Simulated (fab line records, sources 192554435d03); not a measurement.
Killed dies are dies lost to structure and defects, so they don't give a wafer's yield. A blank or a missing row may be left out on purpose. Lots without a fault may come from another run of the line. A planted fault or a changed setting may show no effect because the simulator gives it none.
fab line records | flow n5_finfet | part 1 of 2: steps 1 to 18 of 26
record lots=5 wafers=15 last_day=22
route steps=1938 shown MIM_TOP_ETCH@1851 MIM_BOT_LITHO@1854 MIM_BOT_ETCH@1866 PASS1_CAP@1873 TV_LITHO@1875
lots that met no fault: from a run of the same line without faults
start_h: hours from the record's first day to the start of the lot's first wafer shown | wait_h: hours since the lot's step before | " the same as in the row above | L1.1+2: a row that stands for several wafers | - no value, or no start given | * or withheld: withheld | < > ~ a bound
route shown NAME@n: a module of which the file shows steps, and the number in the route of the first | usual: mean/standard deviation of fault-free wafers | same: alike in all rows | chamber/n: place in a boat | sites: the reading at each site | _std_site: their standard deviation | _edge_site: outer sites' mean less inner sites' | radius_mm: how far each site lies from the wafer's centre | mask NAME#n: copy n | behind: the tool/chamber that last shaped the wafer | hold: why the lot was held/for how many hours/how that ended | device: the transistor (n, p or np) that didn't switch | end of line: the same wafers' tests at the end of the route | a step without rows: its recipe alone | killed: dies lost to structure and defects at the first sort, not the wafer's yield | map: a wafer's dies, x killed, . not, _ none there
set.NAME: the setting as run; set.NAME@STEP: as run at that earlier step | model.NAME: the simulator's own value behind a step, which no gauge read
lots at some steps of the route; a table a step, a row a wafer
services: from which hour (start_h, from the record's first day; less than 0 if before it) a tool's chamber was out of use, for how many hours, and why
## steps
# step N5_MIM_TOP_ETCH_ETCH_00
# recipe chemistry=Cl2/BCl3 target=TiN target_depth_a=385 ion_energy_ev=150 pressure_mtorr=10 icp_w=1000 bias_w=126 Cl2_flow_sccm=53.25 bcl3_flow_sccm=21.75 Ar_flow_sccm=25
# usual drypump_motor_current_A=5.7/0.39 oes_product_au=0.82/0.066 rf_fwd_power_W=995/3.3 throttle_valve_pct=22.58/0.21
# columns lot.wafer tool chamber start_h wait_h drypump_motor_current_A oes_product_au rf_fwd_power_W rf_hours_counter_h throttle_valve_pct
L077.1 rie_metal-01 0 431.43 0.1 5.8 0.83 995 19 22.52
L077.4 " 1 " " 4.9 0.76 988 - 22.54
L077.5 " 1 " " 4.9 0.76 987 - 22.55
L076.1 rie_metal-01 1 484.12 0.1 5.0 0.74 994 60 22.57
L076.3 " 0 " " 5.8 0.80 995 - 22.54
L076.5 " 1 " " 5.0 0.74 999 - 22.58
L083.2 rie_metal-02 0 500.79 0.1 5.9 0.87 998 13 22.32
L083.5 " 0 " " 5.9 0.87 995 - 22.31
L083.6 " 1 " " 5.9 0.78 990 - 22.70
L082.2 rie_metal-03 0 500.99 0.1 6.1 0.83 999 19 22.35
L082.3 " 0 " " 6.1 0.83 993 - 22.37
L082.4 " 1 " " 5.5 0.93 996 - 23.00
L091.1 rie_metal-01 1 509.24 0.1 4.9 0.73 996 63 22.58
L091.3 " 0 " " 5.8 0.80 994 - 22.52
L091.6 " 1 " " 4.9 0.73 997 - 22.58
# step N5_MIM_TOP_ETCH_STRIP_01
# recipe chemistry=O2 power_w=600 temp_c=60 pressure_mtorr=30 rf_frequency_hz=6e+07 bias_power_w=0 overash_fraction=0.5 o2_flow_sccm=225
# usual drypump_motor_current_A=5.6/0.38 oes_product_au=0.80/0.087 rf_vpp_V=3.7/1.3 showerhead_plenum_p_Torr=2.07/0.053 temp_c=60.01/0.11 throttle_valve_pct=16.53/0.21
# columns lot.wafer tool chamber start_h wait_h drypump_motor_current_A oes_product_au rf_hours_counter_h rf_vpp_V showerhead_plenum_p_Torr temp_c throttle_valve_pct
L077.1 rie_diel-01 1 431.57 0.1 5.6 0.72 178 5.7 2.07 60.12 16.47
L077.4 " 2 " " 6.2 0.80 103 1.9 2.12 59.73 16.62
L077.5 " 2 " " 6.2 0.77 - 3.7 2.12 60.12 16.65
L076.1 rie_diel-01 1 484.27 0.1 5.6 0.71 184 4.4 2.07 59.92 16.50
L076.3 " 0 " " 5.0 0.69 212 2.6 1.98 59.89 16.45
L076.5 " 2 " " 6.2 0.78 - 4.5 2.11 60.25 16.66
L083.2 rie_diel-01 3 501.03 0.2 6.2 0.81 97 1.3 2.11 59.82 16.51
L083.5 " 0 " " 5.0 0.68 - 2.6 1.98 59.95 16.46
L083.6 " 1 " " 5.6 0.71 - 5.7 2.06 60.20 16.46
L082.2 rie_diel-05 1 501.13 0.1 5.9 0.84 61 4.0 2.03 60.10 16.41
L082.3 " 0 " " 5.3 0.87 48 1.4 2.04 60.00 16.47
L082.4 " 3 " " 5.9 0.84 74 2.8 2.04 60.40 16.40
L091.1 rie_diel-05 1 509.38 0.1 5.9 0.80 65 2.3 2.03 60.02 16.39
L091.3 " 2 " " 5.7 0.68 248 5.2 2.04 60.10 16.49
L091.6 " 2 " " 5.6 0.67 - 3.1 2.04 60.03 16.55
# step N5_MIM_TOP_ETCH_PECVD_03
# recipe material=SiNx target_thk_a=200 temp_c=400 precursor=SiH4/NH3/N2 pressure_torr=1.5 rf_w=300 time_s=17.6
# usual heater_power_outer_w=443/81 heater_power_w=728/130 rf_fwd_power_W=297.0/1.2 showerhead_plenum_p_Torr=5.17/0.07 showerhead_vpp_V=1015/61 throttle_valve_pct=39.4/2
# columns lot.wafer tool chamber start_h wait_h heater_power_outer_w heater_power_w rf_fwd_power_W showerhead_plenum_p_Torr showerhead_vpp_V throttle_valve_pct
L077.1 pecvd-01 0 431.64 - 463 736 296.9 5.16 941 41.1
L077.4 " 1 " " 511 898 297.3 5.25 1023 36.7
L077.5 " 0 " " 465 734 296.8 5.17 976 41.1
L076.1 pecvd-02 2 484.33 - 428 688 298.9 5.02 1009 40.5
L076.3 " 0 " " 298 562 296.2 5.20 1053 40.5
L076.5 " 2 " " 442 699 297.2 5.02 1024 40.2
L083.2 pecvd-02 0 501.10 - 364 638 297.4 5.21 1034 40.7
L083.5 " 2 " " 477 741 297.1 5.02 1010 40.5
L083.6 " 1 " " 311 532 297.3 5.19 938 36.4
L082.2 pecvd-02 2 501.20 - 520 772 298.7 5.00 1015 40.6
L082.3 " 1 " " 331 548 298.6 5.17 946 36.2
L082.4 " 1 " " 320 549 297.1 5.18 917 36.2
L091.1 pecvd-02 1 509.44 - 357 612 297.6 5.18 940 36.2
L091.3 " 0 " " 345 631 296.7 5.21 1048 40.8
L091.6 " 2 " " 453 706 297.1 5.03 998 40.6
# step N5_MIM_BOT_LITHO_HMDS_01
# recipe time_s=60 temp_c=120
# usual resist_line_temp_C=23.00/0.12
# columns lot.wafer tool chamber start_h wait_h resist_line_temp_C
L077.1 litho_track-05 0 431.71 0.0 22.88
L077.4 " 0 " " 22.96
L077.5 " 0 " " 22.95
L076.1 litho_track-02 0 484.41 0.0 23.01
L076.3 " 0 " " 23.16
L076.5 " 0 " " 22.96
L083.2 litho_track-02 0 501.17 0.0 23.02
L083.5 " 0 " " 23.03
L083.6 " 0 " " 23.01
L082.2 litho_track-05 0 501.27 0.0 22.89
L082.3 " 0 " " 22.93
L082.4 " 0 " " 22.79
L091.1 litho_track-02 0 509.52 0.0 23.13
L091.3 " 0 " " 22.93
L091.6 " 0 " " 23.15
# step N5_MIM_BOT_LITHO_COAT_02
# recipe spin_rpm=* resist_thk_nm=*
# usual dispense_pressure_kPa=48/5.5 resist_line_temp_C=23.00/0.11
# columns lot.wafer tool chamber start_h wait_h dispense_pressure_kPa resist_line_temp_C
L077.1 litho_track-05 0 - - 42 23.11
L077.4 " 0 " " 42 23.02
L077.5 " 0 " " 42 23.18
L076.1 litho_track-02 0 - - 54 23.10
L076.3 " 0 " " 54 23.23
L076.5 " 0 " " 54 23.11
L083.2 litho_track-02 0 - - 54 23.16
L083.5 " 0 " " 54 23.03
L083.6 " 0 " " 54 22.90
L082.2 litho_track-05 0 - - 42 22.81
L082.3 " 0 " " 42 22.88
L082.4 " 0 " " 42 22.79
L091.1 litho_track-02 0 - - 54 23.13
L091.3 " 0 " " 54 23.17
L091.6 " 0 " " 54 22.92
# step N5_MIM_BOT_LITHO_EBR_04
# recipe solvent=PGMEA ebr_width_mm=1.5
# usual resist_line_temp_C=23.00/0.11
# columns lot.wafer tool chamber start_h wait_h resist_line_temp_C
L077.1 litho_track-05 0 - - 22.98
L077.4 " 0 " " 23.14
L077.5 " 0 " " 23.03
L076.1 litho_track-02 0 - - 23.00
L076.3 " 0 " " 22.93
L076.5 " 0 " " 22.93
L083.2 litho_track-02 0 - - 23.09
L083.5 " 0 " " 22.99
L083.6 " 0 " " 23.07
L082.2 litho_track-05 0 - - 22.96
L082.3 " 0 " " 22.94
L082.4 " 0 " " 22.88
L091.1 litho_track-02 0 - - 22.87
L091.3 " 0 " " 22.90
L091.6 " 0 " " 22.91
# step N5_MIM_BOT_LITHO_SOFTBAKE_03
# recipe temp_c=100 time_s=90
# usual resist_line_temp_C=22.98/0.11
# columns lot.wafer tool chamber start_h wait_h resist_line_temp_C
L077.1 litho_track-05 0 - - 23.02
L077.4 " 0 " " 22.81
L077.5 " 0 " " 22.92
L076.1 litho_track-02 0 - - 22.87
L076.3 " 0 " " 23.07
L076.5 " 0 " " 23.06
L083.2 litho_track-02 0 - - 22.89
L083.5 " 0 " " 22.93
L083.6 " 0 " " 23.07
L082.2 litho_track-05 0 - - 23.19
L082.3 " 0 " " 22.93
L082.4 " 0 " " 23.09
L091.1 litho_track-02 0 - - 22.86
L091.3 " 0 " " 23.01
L091.6 " 0 " " 23.09
# step N5_MIM_BOT_LITHO_EXPOSE_05
# recipe mask_id=MIM_BOT na=0.55 source_shape=conventional sigma_outer=0.8 polarization=unpolarized dose_mj=24.25
# usual reticle_temp_C=23.01/0.11
# columns lot.wafer tool chamber start_h wait_h mask reticle_temp_C
L077.1 krf_scanner-02 0 431.81 - MIM_BOT#0 22.90
L077.4 " 0 " " MIM_BOT#0 22.96
L077.5 " 0 " " MIM_BOT#0 23.00
L076.1 krf_scanner-02 0 485.85 - MIM_BOT#0 22.94
L076.3 " 0 " " MIM_BOT#0 22.96
L076.5 " 0 " " MIM_BOT#0 23.09
L083.2 krf_scanner-01 0 501.43 - MIM_BOT#0 22.80
L083.5 " 0 " " MIM_BOT#0 22.95
L083.6 " 0 " " MIM_BOT#0 23.01
L082.2 krf_scanner-01 0 501.47 - MIM_BOT#0 22.75
L082.3 " 0 " " MIM_BOT#0 22.93
L082.4 " 0 " " MIM_BOT#0 22.91
L091.1 krf_scanner-01 0 509.62 - MIM_BOT#0 22.98
L091.3 " 0 " " MIM_BOT#0 23.00
L091.6 " 0 " " MIM_BOT#0 23.02
# step N5_MIM_BOT_LITHO_PEB_06
# recipe peb_temp_c=withheld peb_time_s=*
# usual resist_line_temp_C=*
# same peb_time_s=*
# columns lot.wafer tool chamber start_h wait_h resist_line_temp_C
L077.1 litho_track-05 0 431.87 0.1 *
L077.4 " 0 " " *
L077.5 " 0 " " *
L076.1 litho_track-05 0 485.90 0.1 *
L076.3 " 0 " " *
L076.5 " 0 " " *
L083.2 litho_track-02 0 501.48 0.0 *
L083.5 " 0 " " *
L083.6 " 0 " " *
L082.2 litho_track-02 0 501.52 0.0 *
L082.3 " 0 " " *
L082.4 " 0 " " *
L091.1 litho_track-02 0 509.68 0.1 *
L091.3 " 0 " " *
L091.6 " 0 " " *
# step N5_MIM_BOT_LITHO_DEVELOP_07
# recipe develop_time_s=60 rinse_liquid=diw dry=air_spin dev_temp_c=21
# usual resist_line_temp_C=23.02/0.11
# columns lot.wafer tool chamber start_h wait_h resist_line_temp_C
L077.1 litho_track-05 0 - - 22.96
L077.4 " 0 " " 23.18
L077.5 " 0 " " 23.20
L076.1 litho_track-05 0 - - 22.96
L076.3 " 0 " " 22.99
L076.5 " 0 " " 23.04
L083.2 litho_track-02 0 - - 23.10
L083.5 " 0 " " 23.23
L083.6 " 0 " " 23.20
L082.2 litho_track-02 0 - - 23.24
L082.3 " 0 " " 23.21
L082.4 " 0 " " 23.11
L091.1 litho_track-02 0 - - 22.98
L091.3 " 0 " " 22.96
L091.6 " 0 " " 23.02
# step N5_MIM_BOT_LITHO_HARDBAKE_09
# recipe temp_c=130 time_s=120
# usual resist_line_temp_C=23.00/0.11
# columns lot.wafer tool chamber start_h wait_h resist_line_temp_C
L077.1 litho_track-05 0 - - 22.97
L077.4 " 0 " " 23.09
L077.5 " 0 " " 22.90
L076.1 litho_track-05 0 - - 22.82
L076.3 " 0 " " 22.96
L076.5 " 0 " " 23.05
L083.2 litho_track-02 0 - - 23.06
L083.5 " 0 " " 23.10
L083.6 " 0 " " 23.02
L082.2 litho_track-02 0 - - 22.97
L082.3 " 0 " " 22.88
L082.4 " 0 " " 23.01
L091.1 litho_track-02 0 - - 23.08
L091.3 " 0 " " 23.15
L091.6 " 0 " " 23.17
# step N5_MIM_BOT_LITHO_CD_MEAS_08
# recipe target_cd_nm=3000 landing_energy_ev=500 detector=se_inlens polarity=opening
# usual cd_nm=3000.4/1.8
# columns lot.wafer tool chamber start_h wait_h cd_nm
L077.1 cd_sem-03 0 431.99 - 2999.1
L077.4 " 0 " " 3000.3
L077.5 " 0 " " 3001.2
L076.1 cd_sem-03 0 486.02 - 2999.3
L076.3 " 0 " " 2999.5
L076.5 " 0 " " 2998.3
L083.2 cd_sem-01 0 501.60 - 3000.3
L083.5 " 0 " " 3004.0
L083.6 " 0 " " 3001.5
L082.2 cd_sem-02 0 501.64 - 3000.8
L082.3 " 0 " " 3000.9
L082.4 " 0 " " 3002.0
L091.1 cd_sem-03 0 509.80 - 3000.7
L091.3 " 0 " " 3001.0
L091.6 " 0 " " 3002.8
# step N5_MIM_BOT_LITHO_OVL_MEAS_11
# recipe points_per_wafer=44
# usual MIM_BOT_OVL=-5/6.4
# columns lot.wafer tool chamber start_h wait_h MIM_BOT_OVL[nm]
L077.1 overlay-01 0 432.02 0.0 8
L077.4 " 0 " " 0
L077.5 " 0 " " -2
L076.1 overlay-02 0 486.05 0.0 6
L076.3 " 0 " " 2
L076.5 " 0 " " 5
L083.2 overlay-02 0 501.63 0.0 -8
L083.5 " 0 " " -11
L083.6 " 0 " " -6
L082.2 overlay-01 0 501.67 0.0 -10
L082.3 " 0 " " -7
L082.4 " 0 " " -15
L091.1 overlay-01 0 509.83 0.0 -12
L091.3 " 0 " " -18
L091.6 " 0 " " -9
# step N5_MIM_BOT_LITHO_INSPECT_12
# recipe mode=adi inspect_instrument=macro
# usual raw_defect_count=1.9/1.4
# columns lot.wafer tool chamber start_h wait_h raw_defect_count
L077.1 defect_inspect-02 - 432.05 0.0 1
L077.4 " - " " 4
L077.5 " - " " 0
L076.1 defect_inspect-01 - 486.08 0.0 1
L076.3 " - " " 3
L076.5 " - " " 4
L083.2 defect_inspect-01 - 501.65 0.0 3
L083.5 " - " " 3
L083.6 " - " " 0
L082.2 defect_inspect-01 - 501.69 0.0 2
L082.3 " - " " 3
L082.4 " - " " 2
L091.1 defect_inspect-02 - 509.85 0.0 2
L091.3 " - " " 3
L091.6 " - " " 1
# step N5_MIM_BOT_LITHO_DESCUM_10
# recipe chemistry=O2 time_s=7.9 source_power_w=50 bias_power_w=20 pressure_mtorr=20 rf_frequency_hz=2.712e+07 temp_c=40 o2_flow_sccm=225
# usual drypump_motor_current_A=5.8/0.47 oes_product_au=0.80/0.07 rf_fwd_power_W=49.66/0.17 rf_vpp_V=243.4/1.4 showerhead_plenum_p_Torr=2.12/0.064 temp_c=40.01/0.099 throttle_valve_pct=20.47/0.22
# columns lot.wafer tool chamber start_h wait_h drypump_motor_current_A oes_product_au rf_fwd_power_W rf_hours_counter_h rf_vpp_V showerhead_plenum_p_Torr temp_c throttle_valve_pct
L077.1 rie_diel-02 3 432.08 0.0 5.2 0.79 49.72 102 242.6 2.13 39.97 20.55
L077.4 " 2 " " 5.7 0.81 49.63 89 243.3 2.13 39.89 20.71
L077.5 " 0 " " 6.5 0.76 49.71 - 243.6 2.11 39.92 20.69
L076.1 rie_diel-06 3 486.11 0.0 6.0 0.68 49.45 250 241.1 1.89 39.95 20.67
L076.3 " 2 " " 5.1 0.89 49.87 27 240.7 2.05 39.95 20.48
L076.5 " 2 " " 5.1 0.89 50.11 - 242.2 2.05 39.89 20.50
L083.2 rie_diel-02 1 501.91 0.3 6.2 0.72 49.57 173 244.2 2.18 40.00 20.33
L083.5 " 2 " " 5.7 0.80 49.66 - 243.7 2.12 40.01 20.74
L083.6 " 1 " " 6.1 0.72 49.83 - 244.2 2.18 39.98 20.32
L082.2 rie_diel-03 2 502.02 0.3 5.9 0.86 49.40 53 245.7 2.21 40.04 20.07
L082.3 " 1 " " 5.5 0.92 49.57 23 244.8 2.14 40.16 20.07
L082.4 " 3 " " 6.0 0.83 49.75 82 245.0 2.21 40.16 20.28
L091.1 rie_diel-06 0 509.89 0.0 5.0 0.80 49.96 119 244.2 2.12 39.86 20.43
L091.3 " 2 " " 5.1 0.87 49.99 - 241.9 2.05 40.19 20.51
L091.6 " 0 " " 5.0 0.79 49.94 - 242.6 2.12 40.12 20.44
# step N5_MIM_BOT_ETCH_ETCH_04
# recipe chemistry=CF4/O2 target=SiNx target_depth_a=260 time_s=13 ion_energy_ev=100 pressure_mtorr=40 source_w=535 bias_w=49 Ar_flow_sccm=100 cf4_flow_sccm=100 O2_flow_sccm=10
# usual drypump_motor_current_A=5.8/0.46 oes_product_au=0.80/0.071 rf_fwd_power_W=531.5/1.9 rf_vpp_V=244/5.3 showerhead_plenum_p_Torr=2.23/0.064 throttle_valve_pct=15.97/0.19
# columns lot.wafer tool chamber start_h wait_h drypump_motor_current_A oes_product_au rf_fwd_power_W rf_hours_counter_h rf_vpp_V showerhead_plenum_p_Torr throttle_valve_pct
L077.1 rie_diel-02 3 432.14 0.0 5.2 0.80 527.7 102 251 2.23 16.02
L077.4 " 2 " " 5.7 0.82 532.8 89 242 2.23 16.08
L077.5 " 0 " " 6.5 0.75 532.3 - 254 2.22 16.17
L076.1 rie_diel-06 3 486.18 0.0 5.9 0.68 530.5 250 234 2.02 16.34
L076.3 " 2 " " 5.1 0.87 533.7 27 246 2.17 16.05
L076.5 " 2 " " 5.1 0.87 531.9 - 244 2.16 16.05
L083.2 rie_diel-02 1 501.97 0.0 6.1 0.70 527.8 173 246 2.28 15.82
L083.5 " 2 " " 5.7 0.80 531.7 - 243 2.22 16.16
L083.6 " 1 " " 6.1 0.70 528.7 - 247 2.28 15.82
L082.2 rie_diel-03 2 502.09 0.0 5.9 0.86 530.3 53 239 2.33 15.64
L082.3 " 1 " " 5.4 0.92 530.7 23 241 2.25 15.58
L082.4 " 3 " " 6.0 0.85 532.6 82 237 2.33 15.91
L091.1 rie_diel-06 0 509.99 0.1 5.1 0.79 531.6 119 238 2.22 15.86
L091.3 " 2 " " 5.1 0.85 533.8 - 244 2.16 16.08
L091.6 " 0 " " 5.0 0.79 533.4 - 237 2.22 15.87
# step N5_MIM_BOT_ETCH_ETCH_03
# recipe chemistry=Cl2/BCl3 target_depth_a=120 pressure_mtorr=8 icp_w=800 bias_w=100 Cl2_flow_sccm=20 bcl3_flow_sccm=80
# usual drypump_motor_current_A=5.7/0.36 oes_product_au=0.81/0.063 rf_fwd_power_W=794/3.5 throttle_valve_pct=27.33/0.25
# columns lot.wafer tool chamber start_h wait_h drypump_motor_current_A oes_product_au rf_fwd_power_W rf_hours_counter_h throttle_valve_pct
L077.1 rie_metal-03 0 432.23 0.1 6.1 0.86 796 13 27.17
L077.4 " 0 " " 6.1 0.86 796 - 27.16
L077.5 " 0 " " 6.1 0.86 793 - 27.18
L076.1 rie_metal-02 1 486.27 0.1 6.0 0.79 796 34 27.46
L076.3 " 1 " " 5.9 0.78 794 - 27.49
L076.5 " 0 " " 5.8 0.86 790 - 27.02
L083.2 rie_metal-03 0 502.07 0.1 6.1 0.84 789 19 27.18
L083.5 " 0 " " 6.1 0.83 790 - 27.20
L083.6 " 1 " " 5.5 0.91 792 - 27.89
L082.2 rie_metal-01 0 502.18 0.1 5.8 0.81 795 25 27.38
L082.3 " 0 " " 5.8 0.80 795 - 27.37
L082.4 " 1 " " 4.9 0.74 796 - 27.31
L091.1 rie_metal-01 0 510.11 0.1 5.8 0.81 795 27 27.36
L091.3 " 0 " " 5.8 0.80 798 - 27.37
L091.6 " 0 " " 5.8 0.80 799 - 27.38
# step N5_MIM_BOT_ETCH_ETCH_00
# recipe chemistry=Cl2/BCl3 target=TiN target_depth_a=455 ion_energy_ev=150 pressure_mtorr=10 icp_w=1000 bias_w=126 Cl2_flow_sccm=53.25 bcl3_flow_sccm=21.75 Ar_flow_sccm=25
# usual drypump_motor_current_A=5.7/0.36 oes_product_au=0.81/0.062 rf_fwd_power_W=994/3.4 throttle_valve_pct=21.77/0.21
# columns lot.wafer tool chamber start_h wait_h drypump_motor_current_A oes_product_au rf_fwd_power_W rf_hours_counter_h throttle_valve_pct
L077.1 rie_metal-03 0 432.41 0.1 6.1 0.86 995 13 21.59
L077.4 " 0 " " 6.1 0.85 997 - 21.59
L077.5 " 0 " " 6.1 0.86 999 - 21.58
L076.1 rie_metal-02 1 486.36 0.1 5.9 0.78 998 34 21.93
L076.3 " 1 " " 6.0 0.78 1000 - 21.91
L076.5 " 0 " " 5.8 0.86 988 - 21.55
L083.2 rie_metal-03 0 502.16 0.1 6.1 0.83 999 19 21.59
L083.5 " 0 " " 6.1 0.82 996 - 21.62
L083.6 " 1 " " 5.5 0.91 996 - 22.25
L082.2 rie_metal-01 0 502.27 0.1 5.8 0.81 994 25 21.74
L082.3 " 0 " " 5.8 0.80 994 - 21.74
L082.4 " 1 " " 4.9 0.75 998 - 21.77
L091.1 rie_metal-01 0 510.20 0.1 5.8 0.81 995 27 21.75
L091.3 " 0 " " 5.8 0.79 994 - 21.74
L091.6 " 0 " " 5.8 0.79 993 - 21.73
